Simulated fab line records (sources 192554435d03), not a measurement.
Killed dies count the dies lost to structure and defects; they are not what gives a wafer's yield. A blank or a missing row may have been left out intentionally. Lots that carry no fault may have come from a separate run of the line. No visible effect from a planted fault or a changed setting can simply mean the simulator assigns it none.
fab line records ; flow n5Finfet ; part 1 of 2: steps 1 to 16 of 27
record: lots: 5; wafers: 15; lastDay: 17
route steps=1938 shown MOL_CONTACT_COAG@530
lots untouched by any fault: they come from a run of this same line in which no faults occurred
startH: hours from the record's first day to the start of the lot's first wafer shown ; waitH: time in hours since the lot's previous step ; " identical to the entry in the row above ; L1.1+2: several wafers, shown together as one row ; - no value, or no start was given ; * or withheld: withheld ; < > ~ a bound
route shown NAME@n: NAME is a module with steps in the file, n the number in the route of the first one ; usual: mean/standard deviation of fault-free wafers ; same: alike in all rows ; chamber/n: place in a boat ; sites: readings site by site ; _std_site: their standard deviation ; _edge_site: inner sites' mean taken away from outer sites' mean ; radiusMm: how far each site lies from the wafer's centre ; mask NAME#n: copy n ; behind: the most recent tool/chamber to have shaped the wafer ; hold: why the lot was held/for how many hours/how that ended ; device: transistor that didn't switch, given as n, p or np ; end of line: tests run on the same wafers once the route is complete ; step lacking rows: just its recipe ; killed: the dies lost at the first sort to structure and to defects; this is not the yield of the wafer ; map: a wafer's dies, x killed, . not, _ none there
set.NAME: the setting as run; set.NAME@STEP: as run at that earlier step ; model.NAME: the simulator's own value behind a step, which no gauge read
lots at selected steps of the route; one table per step, one row per wafer
services: a tool's chamber out of use, with start hour (startH, from the record's first day; less than 0 if before it), hours out, and reason
== steps ==
step: N5_MOL_CONTACT_COAG_ETCH_59
recipe: chemistry: N2/H2; target: underlayer; targetDepthA: 130; maskMaterial: CAR-EUV; timeS: 10.4; ionEnergyEv: 200; pressureMtorr: 30; sourceW: 840; biasW: 150; n2FlowSccm: 200; h2FlowSccm: 200; ends: cleared
usual: drypumpMotorCurrentA: 5.4/0.43; etchRfOnTimeS: 10.32/0.19; oesProductAu: 0.70/0.085; rfVppV: 524.4/2; showerheadPlenumPTorr: 2.56/0.071; throttleValvePct: 17.97/0.22
lot.wafer;tool;chamber;startH;waitH;drypumpMotorCurrentA;etchRfOnTimeS;oesProductAu;rfHoursCounterH;rfVppV;showerheadPlenumPTorr;throttleValvePct
L076.1;rieDiel-04;1;104.69;0.0;4.7;10.37;0.61;207;524.1;2.50;17.92
L076.2;rieDiel-04;2;104.69;0.0;5.7;10.54;0.59;247;525.5;2.62;18.57
L076.3;rieDiel-04;3;104.69;0.0;5.4;10.07;0.73;59;524.8;2.59;17.89
L078.2;rieDiel-01;0;112.94;0.0;6.0;10.53;0.58;245;525.1;2.61;18.04
L078.3;rieDiel-01;1;112.94;0.0;6.1;10.32;0.68;89;520.4;2.46;18.03
L078.5;rieDiel-01;3;112.94;0.0;6.2;10.27;0.72;-;528.4;2.69;18.26
L086.2;rieDiel-04;2;158.88;0.0;5.7;10.41;0.79;12;524.9;2.61;18.19
L086.5;rieDiel-04;1;158.88;0.0;4.7;10.53;0.59;-;522.6;2.50;17.96
L086.6;rieDiel-04;2;158.88;0.0;5.7;10.39;0.80;-;525.3;2.61;18.19
L090.3;rieDiel-02;3;193.67;0.0;4.9;10.44;0.63;165;523.8;2.54;17.93
L090.4;rieDiel-02;0;193.67;0.0;5.6;10.63;0.63;179;522.9;2.52;18.02
L090.6;rieDiel-02;0;193.67;0.0;5.6;10.59;0.63;-;523.6;2.52;18.02
L095.1;rieDiel-04;1;216.99;0.0;4.7;10.52;0.58;245;522.8;2.49;17.97
L095.4;rieDiel-04;3;216.99;0.0;5.4;10.22;0.69;101;524.5;2.57;17.99
L095.5;rieDiel-04;0;216.99;0.0;5.5;9.87;0.77;-;525.6;2.58;17.96
step: N5_MOL_CONTACT_COAG_ETCH_105
recipe: chemistry: CF4; target: SiARC; targetDepthA: 156; maskMaterial: CAR-EUV; timeS: 26; ionEnergyEv: 80; pressureMtorr: 40; sourceW: 545; biasW: 36; Ar_flow_sccm: 100; cf4FlowSccm: 100; ends: cleared
usual: drypumpMotorCurrentA: 5.4/0.43; etchRfOnTimeS: 25.9/0.42; mfcArSccm: 100.0/0.31; oesProductAu: 0.70/0.084; rfVppV: 184.3/1; showerheadPlenumPTorr: 2.16/0.052; throttleValvePct: 15.74/0.2
lot.wafer;tool;chamber;startH;waitH;drypumpMotorCurrentA;etchRfOnTimeS;mfcArSccm;oesProductAu;rfHoursCounterH;rfVppV;showerheadPlenumPTorr;throttleValvePct
L076.1;rieDiel-04;1;104.71;0.0;4.8;26.4;100.2;0.60;207;183.1;2.13;15.88
L076.2;rieDiel-04;2;104.71;0.0;5.6;26.5;99.9;0.59;247;185.3;2.19;16.18
L076.3;rieDiel-04;3;104.71;0.0;5.4;25.8;100.1;0.73;59;184.8;2.17;15.61
L078.2;rieDiel-01;0;112.96;0.0;5.9;26.3;99.5;0.58;245;184.0;2.20;15.87
L078.3;rieDiel-01;1;112.96;0.0;6.1;26.0;100.0;0.68;89;184.4;2.08;15.79
L078.5;rieDiel-01;3;112.96;0.0;6.2;25.5;99.9;0.73;-;184.5;2.25;15.86
L086.2;rieDiel-04;2;158.90;0.0;5.6;25.6;100.6;0.80;12;183.5;2.18;15.70
L086.5;rieDiel-04;1;158.90;0.0;4.8;26.3;99.9;0.59;-;183.6;2.12;15.91
L086.6;rieDiel-04;2;158.90;0.0;5.7;25.6;100.4;0.80;-;184.6;2.18;15.71
L090.3;rieDiel-02;3;193.68;0.0;4.9;26.2;100.4;0.62;165;183.7;2.14;15.67
L090.4;rieDiel-02;0;193.68;0.0;5.6;26.2;100.0;0.63;179;184.0;2.13;15.93
L090.6;rieDiel-02;0;193.68;0.0;5.6;26.4;99.8;0.63;-;185.0;2.13;15.93
L095.1;rieDiel-04;1;217.01;0.0;4.7;26.6;100.7;0.58;245;183.6;2.12;15.95
L095.4;rieDiel-04;3;217.01;0.0;5.4;25.5;99.9;0.69;101;184.0;2.16;15.70
L095.5;rieDiel-04;0;217.01;0.0;5.5;25.3;100.2;0.77;-;184.1;2.18;15.72
step: N5_MOL_CONTACT_COAG_ETCH_106
recipe: chemistry: N2/H2; target: SOC; targetDepthA: 800; overetchA: 160; maskMaterial: SiARC; tempC: 40; timeS: 120; ionEnergyEv: 200; pressureMtorr: 30; sourceW: 840; biasW: 150; n2FlowSccm: 200; h2FlowSccm: 200
usual: drypumpMotorCurrentA: 5.4/0.42; oesProductAu: 0.73/0.083; rfVppV: 524.5/2; showerheadPlenumPTorr: 2.56/0.071; throttleValvePct: 17.94/0.22
lot.wafer;tool;chamber;startH;waitH;drypumpMotorCurrentA;oesProductAu;rfHoursCounterH;rfVppV;showerheadPlenumPTorr;throttleValvePct
L076.1;rieDiel-04;1;104.74;0.0;4.7;0.64;207;523.0;2.51;17.89
L076.2;rieDiel-04;2;104.74;0.0;5.7;0.63;247;523.5;2.62;18.56
L076.3;rieDiel-04;3;104.74;0.0;5.4;0.75;59;524.4;2.58;17.89
L078.2;rieDiel-01;0;112.98;0.0;5.9;0.62;245;526.6;2.61;18.00
L078.3;rieDiel-01;1;112.98;0.0;6.1;0.72;89;523.0;2.46;17.98
L078.5;rieDiel-01;3;112.98;0.0;6.2;0.76;-;528.8;2.69;18.21
L086.2;rieDiel-04;2;158.93;0.0;5.7;0.83;12;526.9;2.61;18.17
L086.5;rieDiel-04;1;158.93;0.0;4.7;0.62;-;523.3;2.50;17.91
L086.6;rieDiel-04;2;158.93;0.0;5.7;0.83;-;526.5;2.61;18.15
L090.3;rieDiel-02;3;193.71;0.0;4.9;0.66;165;523.9;2.54;17.94
L090.4;rieDiel-02;0;193.71;0.0;5.6;0.67;179;524.4;2.52;18.00
L090.6;rieDiel-02;0;193.71;0.0;5.6;0.67;-;524.4;2.52;17.98
L095.1;rieDiel-04;1;217.04;0.0;4.7;0.61;245;523.1;2.49;17.94
L095.4;rieDiel-04;3;217.04;0.0;5.4;0.72;101;523.1;2.57;17.95
L095.5;rieDiel-04;0;217.04;0.0;5.5;0.78;-;525.2;2.58;17.93
step: N5_MOL_CONTACT_COAG_STRIP_107
recipe: chemistry: N2/H2; tempC: 40; n2FlowSccm: 200; h2FlowSccm: 200; rfFrequencyHz: 6e+07
lot.wafer;tool;chamber;startH;waitH
L076.1+2+3;rieDiel-04;1,2,3;104.82;0.0
L078.2+3+5;rieDiel-01;0,1,3;113.07;0.0
L086.2+5+6;rieDiel-04;2,1,2;159.01;0.0
L090.3+4+6;rieDiel-02;3,0,0;193.79;0.0
L095.1+4+5;rieDiel-04;1,3,0;217.12;0.0
step: N5_MOL_CONTACT_COAG_STRIP_108
recipe: chemistry: N2/H2; tempC: 40; n2FlowSccm: 200; h2FlowSccm: 200; rfFrequencyHz: 6e+07
lot.wafer;tool;chamber;startH;waitH
L076.1+2+3;rieDiel-04;1,2,3;104.83;0.0
L078.2+3+5;rieDiel-01;0,1,3;113.08;0.0
L086.2+5+6;rieDiel-04;2,1,2;159.02;0.0
L090.3+4+6;rieDiel-02;3,0,0;193.80;0.0
L095.1+4+5;rieDiel-04;1,3,0;217.13;0.0
step: N5_MOL_CONTACT_COAG_CONTACT_ETCH_14
recipe: chemistry: C4F6/O2; target: SiO2; targetDepthA: 275; overetchA: 85; maskMaterial: SOC; pressureMtorr: 30; sourceW: 370; biasW: 185; Ar_flow_sccm: 300; C4F6_flow_sccm: 16; O2_flow_sccm: 10; timeS: 20; ionEnergyEv: 259.6
usual: drypumpMotorCurrentA: 5.4/0.43; mfcArSccm: 300.0/0.98; oes_o_777_au: 0.82/0.094; oesProductAu: 0.69/0.079; rfVppV: 693.4/2.5; showerheadPlenumPTorr: 2.90/0.069; throttleValvePct: 21.42/0.19
lot.wafer;tool;chamber;startH;waitH;drypumpMotorCurrentA;mfcArSccm;oes_o_777_au;oesProductAu;rfHoursCounterH;rfVppV;showerheadPlenumPTorr;throttleValvePct
L076.1;rieDiel-04;1;104.84;0.0;4.7;300.8;0.70;0.60;207;691.7;2.85;21.46
L076.2;rieDiel-04;2;104.84;0.0;5.7;300.7;0.71;0.60;247;695.1;2.93;21.75
L076.3;rieDiel-04;3;104.84;0.0;5.4;300.1;0.87;0.72;59;695.6;2.92;21.32
L078.2;rieDiel-01;0;113.09;0.0;5.9;299.7;0.70;0.59;245;695.4;2.95;21.46
L078.3;rieDiel-01;1;113.09;0.0;6.1;300.7;0.80;0.68;89;689.9;2.79;21.51
L078.5;rieDiel-01;3;113.09;0.0;6.2;299.3;0.86;0.72;-;697.0;3.03;21.61
L086.2;rieDiel-04;2;159.03;0.0;5.6;299.7;0.92;0.79;12;696.2;2.93;21.44
L086.5;rieDiel-04;1;159.03;0.0;4.7;299.7;0.69;0.59;-;690.7;2.85;21.49
L086.6;rieDiel-04;2;159.03;0.0;5.6;299.3;0.93;0.79;-;694.9;2.93;21.43
L090.3;rieDiel-02;3;193.81;0.0;4.9;300.2;0.74;0.63;165;693.2;2.88;21.33
L090.4;rieDiel-02;0;193.81;0.0;5.6;301.2;0.75;0.64;179;692.5;2.87;21.63
L090.6;rieDiel-02;0;193.81;0.0;5.6;301.6;0.75;0.64;-;693.1;2.87;21.60
L095.1;rieDiel-04;1;217.14;0.0;4.7;300.2;0.68;0.58;245;689.8;2.84;21.50
L095.4;rieDiel-04;3;217.14;0.0;5.4;297.4;0.81;0.69;101;693.0;2.90;21.39
L095.5;rieDiel-04;0;217.14;0.0;5.5;300.0;0.88;0.75;-;694.9;2.93;21.43
step: N5_MOL_CONTACT_COAG_STRIP_109
recipe: chemistry: C4F6/O2; resist: SiARC; rfFrequencyHz: 6e+07
lot.wafer;tool;chamber;startH;waitH
L076.1+2+3;rieDiel-04;1,2,3;104.86;0.0
L078.2+3+5;rieDiel-01;0,1,3;113.11;0.0
L086.2+5+6;rieDiel-04;2,1,2;159.06;0.0
L090.3+4+6;rieDiel-02;3,0,0;193.84;0.0
L095.1+4+5;rieDiel-04;1,3,0;217.16;0.0
step: N5_MOL_CONTACT_COAG_ETCH_15
recipe: chemistry: CH3F/O2; target: SiNx; targetDepthA: 70; maskMaterial: SOC; stopOn: Si:P; overEtchFrac: 0.75; ionEnergyEv: 120; pressureMtorr: 30; sourceW: 395; biasW: 73; Ar_flow_sccm: 150; CH3F_flow_sccm: 30; O2_flow_sccm: 20
usual: CH3F_flow_sccm: 30.00/0.087; drypumpMotorCurrentA: 5.4/0.43; mfcArSccm: 150.0/0.42; oes_o_777_au: 0.82/0.092; oesProductAu: 0.60/0.067; rfVppV: 298/3.6; showerheadPlenumPTorr: 2.01/0.052; throttleValvePct: 16.46/0.2
lot.wafer;tool;chamber;startH;waitH;CH3F_flow_sccm;drypumpMotorCurrentA;mfcArSccm;oes_o_777_au;oesProductAu;rfHoursCounterH;rfVppV;showerheadPlenumPTorr;throttleValvePct
L076.1;rieDiel-04;1;104.87;0.0;30.01;4.7;150.9;0.71;0.52;207;299;1.98;16.55
L076.2;rieDiel-04;2;104.87;0.0;29.88;5.6;150.1;0.70;0.51;247;294;2.04;16.88
L076.3;rieDiel-04;3;104.87;0.0;29.81;5.4;150.3;0.86;0.62;59;295;2.03;16.37
L078.2;rieDiel-01;0;113.12;0.0;29.90;5.9;149.7;0.70;0.51;245;298;2.05;16.56
L078.3;rieDiel-01;1;113.12;0.0;29.90;6.1;149.4;0.80;0.58;89;296;1.94;16.53
L078.5;rieDiel-01;3;113.12;0.0;29.95;6.2;149.9;0.85;0.62;-;301;2.11;16.61
L086.2;rieDiel-04;2;159.07;0.0;30.07;5.7;149.9;0.91;0.68;12;295;2.04;16.45
L086.5;rieDiel-04;1;159.07;0.0;30.03;4.7;150.1;0.69;0.51;-;299;1.97;16.60
L086.6;rieDiel-04;2;159.07;0.0;30.06;5.7;149.9;0.92;0.68;-;294;2.04;16.43
L090.3;rieDiel-02;3;193.85;0.0;30.07;4.9;149.6;0.74;0.54;165;300;2.00;16.39
L090.4;rieDiel-02;0;193.85;0.0;29.98;5.6;150.5;0.76;0.55;179;293;1.99;16.67
L090.6;rieDiel-02;0;193.85;0.0;30.00;5.6;150.1;0.76;0.55;-;293;1.99;16.64
L095.1;rieDiel-04;1;217.17;0.0;30.07;4.7;150.2;0.68;0.50;245;297;1.97;16.61
L095.4;rieDiel-04;3;217.17;0.0;30.09;5.4;149.8;0.80;0.58;101;294;2.02;16.42
L095.5;rieDiel-04;0;217.17;0.0;30.00;5.5;150.5;0.87;0.64;-;304;2.04;16.42
step: N5_MOL_CONTACT_COAG_ETCH_110
recipe: chemistry: CF4/O2; target: Si; targetDepthA: 25; timeS: 8; pressureMtorr: 100; sourceW: 200; biasW: 12; ionEnergyEv: 60; Ar_flow_sccm: 100; cf4FlowSccm: 100; O2_flow_sccm: 10
usual: drypumpMotorCurrentA: 5.4/0.43; mfcArSccm: 100.01/0.3; oes_o_777_au: 0.82/0.095; oesProductAu: 0.82/0.1; rfVppV: 127.8/1.9; showerheadPlenumPTorr: 2.24/0.053; throttleValvePct: 10.83/0.25
lot.wafer;tool;chamber;startH;waitH;drypumpMotorCurrentA;mfcArSccm;oes_o_777_au;oesProductAu;rfHoursCounterH;rfVppV;showerheadPlenumPTorr;throttleValvePct
L076.1;rieDiel-04;1;104.93;0.0;4.7;99.81;0.69;0.70;207;127.7;2.21;11.05
L076.2;rieDiel-04;2;104.93;0.0;5.7;100.14;0.70;0.69;247;125.9;2.27;11.36
L076.3;rieDiel-04;3;104.93;0.0;5.4;100.27;0.87;0.84;59;125.9;2.26;10.66
L078.2;rieDiel-01;0;113.18;0.0;5.9;100.04;0.68;0.69;245;128.0;2.28;11.10
L078.3;rieDiel-01;1;113.18;0.0;6.0;99.66;0.80;0.81;89;127.1;2.16;10.88
L078.5;rieDiel-01;3;113.18;0.0;6.2;99.74;0.87;0.85;-;127.2;2.33;10.89
L086.2;rieDiel-04;2;159.13;0.0;5.7;100.12;0.92;0.94;12;125.1;2.27;10.67
L086.5;rieDiel-04;1;159.13;0.0;4.7;100.10;0.68;0.68;-;128.5;2.20;11.13
L086.6;rieDiel-04;2;159.13;0.0;5.7;100.19;0.92;0.94;-;126.4;2.27;10.70
L090.3;rieDiel-02;3;193.91;0.0;4.9;100.44;0.74;0.74;165;128.9;2.23;10.86
L090.4;rieDiel-02;0;193.91;0.0;5.6;99.42;0.75;0.75;179;126.7;2.22;11.09
L090.6;rieDiel-02;0;193.91;0.0;5.6;99.40;0.76;0.75;-;128.2;2.22;11.08
L095.1;rieDiel-04;1;217.23;0.0;4.7;100.02;0.67;0.68;245;127.2;2.20;11.16
L095.4;rieDiel-04;3;217.23;0.0;5.4;99.58;0.82;0.81;101;125.3;2.24;10.79
L095.5;rieDiel-04;0;217.23;0.0;5.5;100.00;0.87;0.89;-;128.9;2.26;10.73
step: N5_MOL_CONTACT_COAG_STRIP_98
recipe: chemistry: N2/H2; powerW: 500; tempC: 40; pressureMtorr: 50; rfFrequencyHz: 6e+07; overashFraction: 0.3; biasPowerW: 8; h2Frac: 0.5; n2FlowSccm: 300; h2FlowSccm: 300
usual: drypumpMotorCurrentA: 5.4/0.43; oesProductAu: 0.82/0.1; powerW: 500.0/1.4; rfVppV: 54.4/1.5; showerheadPlenumPTorr: 3.38/0.09; throttleValvePct: 19.0/0.39
lot.wafer;tool;chamber;startH;waitH;drypumpMotorCurrentA;oesProductAu;powerW;rfHoursCounterH;rfVppV;showerheadPlenumPTorr;throttleValvePct
L076.1;rieDiel-04;1;104.98;0.0;4.7;0.70;500.5;207;54.6;3.31;18.7
L076.2;rieDiel-04;2;104.98;0.0;5.7;0.70;502.6;247;53.9;3.45;20.0
L076.3;rieDiel-04;3;104.98;0.0;5.4;0.86;500.3;59;55.0;3.41;19.0
L078.2;rieDiel-01;0;113.23;0.0;5.9;0.68;499.4;245;54.6;3.44;19.0
L078.3;rieDiel-01;1;113.23;0.0;6.1;0.80;499.4;89;53.1;3.25;19.1
L078.5;rieDiel-01;3;113.23;0.0;6.2;0.84;498.9;-;54.4;3.54;19.6
L086.2;rieDiel-04;2;159.17;0.0;5.6;0.95;499.3;12;56.2;3.44;19.6
L086.5;rieDiel-04;1;159.17;0.0;4.7;0.70;500.0;-;53.7;3.30;18.7
L086.6;rieDiel-04;2;159.17;0.0;5.6;0.96;498.7;-;56.4;3.44;19.6
L090.3;rieDiel-02;3;193.96;0.0;4.9;0.72;501.6;165;55.3;3.35;19.2
L090.4;rieDiel-02;0;193.96;0.0;5.6;0.75;499.7;179;55.9;3.33;18.8
L090.6;rieDiel-02;0;193.96;0.0;5.6;0.74;500.3;-;56.1;3.33;18.8
L095.1;rieDiel-04;1;217.28;0.0;4.8;0.68;501.4;245;54.9;3.29;18.8
L095.4;rieDiel-04;3;217.28;0.0;5.4;0.81;501.1;101;56.1;3.39;19.0
L095.5;rieDiel-04;0;217.28;0.0;5.5;0.88;499.7;-;55.8;3.41;19.1
step: N5_MOL_CONTACT_COAG_CD_MEAS_99
recipe: targetCdNm: 17.2; polarity: opening
usual: cdNm: 17.22/0.27
lot.wafer;tool;chamber;startH;waitH;cdNm
L076.1;cdSem-01;-;105.05;-;17.48
L076.2;cdSem-01;-;105.05;-;17.21
L076.3;cdSem-01;-;105.05;-;17.67
L078.2;cdSem-01;-;113.30;-;17.17
L078.3;cdSem-01;-;113.30;-;17.28
L078.5;cdSem-01;-;113.30;-;17.00
L086.2;cdSem-03;-;159.25;-;17.57
L086.5;cdSem-03;-;159.25;-;17.41
L086.6;cdSem-03;-;159.25;-;17.39
L090.3;cdSem-02;-;194.03;-;17.27
L090.4;cdSem-02;-;194.03;-;17.21
L090.6;cdSem-02;-;194.03;-;17.21
L095.1;cdSem-02;-;217.36;-;16.76
L095.4;cdSem-02;-;217.36;-;17.63
L095.5;cdSem-02;-;217.36;-;17.30
step: N5_MOL_CONTACT_COAG_IMPLANT_129
recipe: species: Ge; energyKev: 3; doseCm2: 6e+14; tiltDeg: 0; rotationDeg: 0
usual: rotationDeg: -0.003/0.019
lot.wafer;tool;chamber;startH;waitH;rotationDeg
L076.1;implanter-01;0;105.09;0.0;-0.011
L076.2;implanter-01;0;105.09;0.0;-0.014
L076.3;implanter-01;0;105.09;0.0;-0.016
L078.2;implanter-02;0;113.36;0.1;-0.005
L078.3;implanter-02;0;113.36;0.1;0.016
L078.5;implanter-02;0;113.36;0.1;-0.005
L086.2;implanter-01;0;159.31;0.1;0.043
L086.5;implanter-01;0;159.31;0.1;-0.019
L086.6;implanter-01;0;159.31;0.1;0.000
L090.3;implanter-02;0;194.12;0.1;-0.003
L090.4;implanter-02;0;194.12;0.1;-0.033
L090.6;implanter-02;0;194.12;0.1;-0.021
L095.1;implanter-02;0;217.39;0.0;0.004
L095.4;implanter-02;0;217.39;0.0;-0.016
L095.5;implanter-02;0;217.39;0.0;0.016
step: N5_MOL_CONTACT_COAG_PRECLEAN_111
recipe: chemistry: NF3:NH3; afsCycles: 1; tempC: 30; timeS: 20; sublimationTempC: 180; sublimationTimeS: 60; pressureTorr: 3; rfPowerW: 30
lot.wafer;tool;chamber;startH;waitH
L076.1+2+3;remotePlasma-01;0;105.36;0.2
L078.2+3+5;remotePlasma-02;1;113.59;0.2
L086.2+5+6;remotePlasma-02;1;159.82;0.5
L090.3+4+6;remotePlasma-02;0;194.41;0.3
L095.1+4+5;remotePlasma-01;0;218.31;0.9
step: N5_MOL_CONTACT_COAG_TI_SIL_19
recipe: material: Ti; targetThkA: 42; tempC: 200; chamberPressurePa: 5; powerW: 5000; timeS: 15
usual: throttleValvePct: 29.5/0.8
lot.wafer;tool;chamber;startH;waitH;throttleValvePct
L076.1;pvdSputter-03;-;105.60;0.2;28.9
L076.2;pvdSputter-03;-;105.60;0.2;29.6
L076.3;pvdSputter-03;-;105.60;0.2;29.1
L078.2;pvdSputter-03;-;113.78;0.2;29.2
L078.3;pvdSputter-03;-;113.78;0.2;29.5
L078.5;pvdSputter-03;-;113.78;0.2;30.0
L086.2;pvdSputter-01;-;160.02;0.2;29.4
L086.5;pvdSputter-01;-;160.02;0.2;31.3
L086.6;pvdSputter-01;-;160.02;0.2;27.9
L090.3;pvdSputter-03;-;194.61;0.2;29.3
L090.4;pvdSputter-03;-;194.61;0.2;29.3
L090.6;pvdSputter-03;-;194.61;0.2;29.7
L095.1;pvdSputter-03;-;218.52;0.2;29.4
L095.4;pvdSputter-03;-;218.52;0.2;30.4
L095.5;pvdSputter-03;-;218.52;0.2;29.2
step: N5_MOL_CONTACT_COAG_ALD_20
recipe: material: TiN; targetThkA: 15; tempC: 400; aldPrecursorFamily: TiCl4; aldCoReactant: NH3; pulseTimeS: 1; purgeTimeS: 3; coReactantPurgeTimeS: 2; coReactantPulseTimeS: 2; aldCycles: 68; pressureTorr: 3
usual: heaterPowerW: 835/93; precursorPulseHeightRel: 0.999/0.022
lot.wafer;tool;chamber;startH;waitH;heaterPowerW;precursorPulseHeightRel
L076.1;aldMetal-02;0;105.72;0.1;868;1.014
L076.2;aldMetal-02;1;105.72;0.1;792;0.978
L076.3;aldMetal-02;3;105.72;0.1;955;1.010
L078.2;aldMetal-01;3;113.91;0.1;710;1.062
L078.3;aldMetal-01;0;113.91;0.1;827;0.995
L078.5;aldMetal-01;3;113.91;0.1;718;0.977
L086.2;aldMetal-01;1;160.14;0.1;753;0.977
L086.5;aldMetal-01;3;160.14;0.1;721;1.036
L086.6;aldMetal-01;2;160.14;0.1;895;1.012
L090.3;aldMetal-01;0;194.74;0.1;811;1.017
L090.4;aldMetal-01;0;194.74;0.1;835;0.979
L090.6;aldMetal-01;1;194.74;0.1;775;0.987
L095.1;aldMetal-01;3;218.64;0.1;697;1.003
L095.4;aldMetal-01;0;218.64;0.1;834;0.985
L095.5;aldMetal-01;1;218.64;0.1;753;0.961
step: N5_MOL_CONTACT_COAG_SIL_ANNEAL_21
recipe: tempC: 550; timeS: 60; ambient: N2
usual: lampPowerPct: 5.837/0.027; lamp_zone_5_pct: 5.849/0.027; wafer_temp_C_max: 553.8/0.8
lot.wafer;tool;chamber;startH;waitH;lampPowerPct;lamp_zone_5_pct;wafer_temp_C_max
L076.1;rtpAnneal-02;0;106.10;0.2;5.813;5.841;553.9
L076.2;rtpAnneal-02;0;106.10;0.2;5.819;5.833;555.0
L076.3;rtpAnneal-02;0;106.10;0.2;5.821;5.830;554.5
L078.2;rtpAnneal-02;0;114.31;0.2;5.817;5.828;553.7
L078.3;rtpAnneal-02;0;114.31;0.2;5.814;5.831;554.0
L078.5;rtpAnneal-02;0;114.31;0.2;5.816;5.837;553.7
L086.2;rtpAnneal-01;0;160.59;0.3;5.876;5.885;554.1
L086.5;rtpAnneal-01;0;160.59;0.3;5.866;5.884;552.5
L086.6;rtpAnneal-01;0;160.59;0.3;5.874;5.890;552.8
L090.3;rtpAnneal-02;0;195.17;0.3;5.823;5.823;553.9
L090.4;rtpAnneal-02;0;195.17;0.3;5.827;5.824;554.0
L090.6;rtpAnneal-02;0;195.17;0.3;5.804;5.842;554.4
L095.1;rtpAnneal-02;0;219.02;0.2;5.808;5.835;554.0
L095.4;rtpAnneal-02;0;219.02;0.2;5.823;5.829;553.5
L095.5;rtpAnneal-02;0;219.02;0.2;5.822;5.822;553.8
